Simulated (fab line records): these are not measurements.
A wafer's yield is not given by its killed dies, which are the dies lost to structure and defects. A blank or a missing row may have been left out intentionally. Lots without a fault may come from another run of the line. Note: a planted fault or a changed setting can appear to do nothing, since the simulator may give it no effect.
A lot that was struck, set against a sound lot ; flow n5 finfet ; 16 steps out of a route of 1938
Sound: these wafers, L767.1, L767.4, L767.5. Struck: wafer L777.1 (left out: L777.4, L777.6 of the same lot, which were not struck); the cause appears at the end.
For every step that has rows: the tool of each side, followed by ch and its chambers, followed by its first start. Under that, the readings that differ: sound wafers ; struck wafers ; difference of the means ; sigmas: that difference in standard deviations of wafers without a fault.
alike: a reading whose means differ by less than 2 such deviations, as well as words and numbers matching on both sides. not compared: withheld readings; readings where some wafer has no value; bounds like >300 that might hide an equal value; numbers whose values overlap and for which the record gives no deviation.
A row with sigmas, a row that says differs or no value, or rows on one side alone: a step with any of these is where the two part. Non-overlapping numbers with no deviation appear without sigmas and do not part them. A reading missing from all wafers of one side parts the sides only when that side holds two or more wafers.

first, 7 steps without rows for these wafers: N5_BEOL_M4_COAT_76 (time 60 s, resist thk 5 nm); N5_BEOL_M4_COAT_22 (resist thk 30 nm); N5_BEOL_M4_EBR_24; N5_BEOL_M4_SOFTBAKE_23 (time 60 s); N5_BEOL_M4_EXPOSE_25 (exposes mask V3, defocus 5 nm); N5_BEOL_M4_PEB_26 (peb time 60 s); N5_BEOL_M4_DEVELOP_27 (develop time 30 s).
N5_BEOL_M4_CD_MEAS_28: target cd 26.2 nm, target cd y 24.1 nm.
  sound on cd sem-02 ch 0, day 8 16:41; struck on cd sem-03 ch 0, day 11 09:57
  alike: cd nm
N5_BEOL_M4_OVL_MEAS_29:
  sound on overlay-01 ch 0, day 8 16:43; struck on overlay-01 ch 0, day 11 09:59
  alike: V3_OVL
N5_BEOL_M4_INSPECT_30: inspects for defects (brightfield).
  sound on defect inspect-01, day 8 16:47; struck on defect inspect-01, day 11 10:02
  alike: raw defect count
N5_BEOL_M4_DESCUM_33: chemistry O2, time 7 s.
  sound on rie diel-01 ch 0,1,2, day 8 16:49; struck on rie diel-03 ch 0, day 11 10:11
reading;sound;struck;difference;sigmas
rf vpp V (V);243.5 243.1 246.2;240.5;-3.8;-3
showerhead plenum p Torr (Torr);2.15 2.16 2.28;1.98;-0.22;-3
  alike: drypump motor current A, oes product au, throttle valve pct
  not compared: rf hours counter h
N5_BEOL_M4_ETCH_77: etches underlayer in N2/H2, target depth 6.5 nm, time 5.2 s.
  sound on rie diel-01 ch 0,1,2, day 8 16:50; struck on rie diel-03 ch 0, day 11 10:13
reading;sound;struck;difference;sigmas
rf vpp V (V);526 525 528;519;-7;-2
showerhead plenum p Torr (Torr);2.59 2.63 2.69;2.42;-0.22;-2
  alike: drypump motor current A, etch rf on time s, oes product au, throttle valve pct
  not compared: rf hours counter h
N5_BEOL_M4_ETCH_69: etches SiARC in CF4, target depth 15.6 nm, time 26 s.
  sound on rie diel-01 ch 0,1,2, day 8 16:52; struck on rie diel-03 ch 0, day 11 10:14
reading;sound;struck;difference;sigmas
cf4 flow sccm (sccm);100.26 99.76 99.74;130.58;+30.66;+99 or more
rf vpp V (V);183.9 184.0 186.0;181.7;-2.9;-2
throttle valve pct (%);15.53 16.02 15.60;17.25;+1.53;+6
  alike: drypump motor current A, etch rf on time s, oes product au, showerhead plenum p Torr
  not compared: rf hours counter h
N5_BEOL_M4_ALD_98: deposits SiO2, target thk 2.5 nm, pulse time 1 s, co reactant pulse time 1 s.
  sound on ald sin-01 ch 0,2,3, day 8 18:28; struck on ald sin-04 ch 2, day 11 10:33
  alike: chamber pressure Torr, heater power w, precursor pulse height rel
N5_BEOL_M4_RC_MEAS_101:
  sound on prober-02 ch 0, day 8 23:47; struck on prober-01 ch 0, day 11 18:04
  alike: DIBL_N, DIBL_P, IOFF_N, IOFF_P, ION_N, ION_P, SS_N, SS_P, VT_N, VT_P
next, for these wafers, 1 step has no rows: N5_PASSIVATION_PROBE_49.

== WHERE THEY PART ==
Earliest at N5_BEOL_M4_DESCUM_33; latest, in this record, at N5_BEOL_M4_ETCH_69. Later steps at which nothing parts them and some readings are alike: N5_BEOL_M4_ALD_98, N5_BEOL_M4_RC_MEAS_101.

WHY: whatever the simulator had introduced
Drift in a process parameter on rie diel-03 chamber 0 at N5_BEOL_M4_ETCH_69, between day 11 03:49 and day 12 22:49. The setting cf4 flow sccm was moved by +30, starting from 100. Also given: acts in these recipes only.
